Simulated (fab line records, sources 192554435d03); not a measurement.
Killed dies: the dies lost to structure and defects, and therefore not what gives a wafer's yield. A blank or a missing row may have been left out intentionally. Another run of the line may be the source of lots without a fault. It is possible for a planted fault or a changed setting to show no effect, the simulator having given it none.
Matching of chambers / flow n5-finfet / rie-diel-03 running N5_BEOL_M3_STRIP_19: 4 sister chambers
The step strips in O2. 4 wafers are shown with their chamber, then 7 later ones without.

WAFERS WITH THEIR CHAMBER
wafer=L079.2; chamber=0; throttle-valve-pct (%)=16.48
wafer=L084.5; chamber=3; throttle-valve-pct (%)=16.35
wafer=L085.1; chamber=1; throttle-valve-pct (%)=17.30
wafer=L085.2; chamber=2; throttle-valve-pct (%)=16.44

WAFERS WITHOUT THEIR CHAMBER
wafer=L085.3; throttle-valve-pct (%)=16.48
wafer=L091.1; throttle-valve-pct (%)=16.46
wafer=L091.2; throttle-valve-pct (%)=16.50
wafer=L091.4; throttle-valve-pct (%)=16.39
wafer=L097.1; throttle-valve-pct (%)=16.41
wafer=L097.2; throttle-valve-pct (%)=16.88
wafer=L097.4; throttle-valve-pct (%)=16.50

CHAMBER TAKEN BY EACH
wafer=L085.3; from the rows above=can't be placed: 0 or 2 or 3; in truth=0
wafer=L091.1; from the rows above=can't be placed: 0 or 2 or 3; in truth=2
wafer=L091.2; from the rows above=can't be placed: 0 or 2 or 3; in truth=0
wafer=L091.4; from the rows above=can't be placed: 3 or 2 or 0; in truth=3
wafer=L097.1; from the rows above=can't be placed: 2 or 3 or 0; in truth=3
wafer=L097.2; from the rows above=can't be placed: 0 or 1 or 2 or 3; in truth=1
wafer=L097.4; from the rows above=can't be placed: 0 or 2 or 3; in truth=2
Placed correctly: 0 of 7. Not placeable from these rows: 7 (in 7, the candidates include the true chamber). Number placed wrongly: 0.
How it was worked out, from the rows above alone: a wafer's distance from a chamber is the root of the sum, over the readings, of the square of ((its reading less the chamber's mean) divided by the reading's scatter). If the next closest chamber is less than 2 further off than the closest, the wafer can't be placed; otherwise it belongs to the closest. A chamber's mean is the mean of its shown wafers. The scatter: with one shown wafer a chamber, the root of the mean of the squares of how far each hidden wafer lies from its nearest shown one.
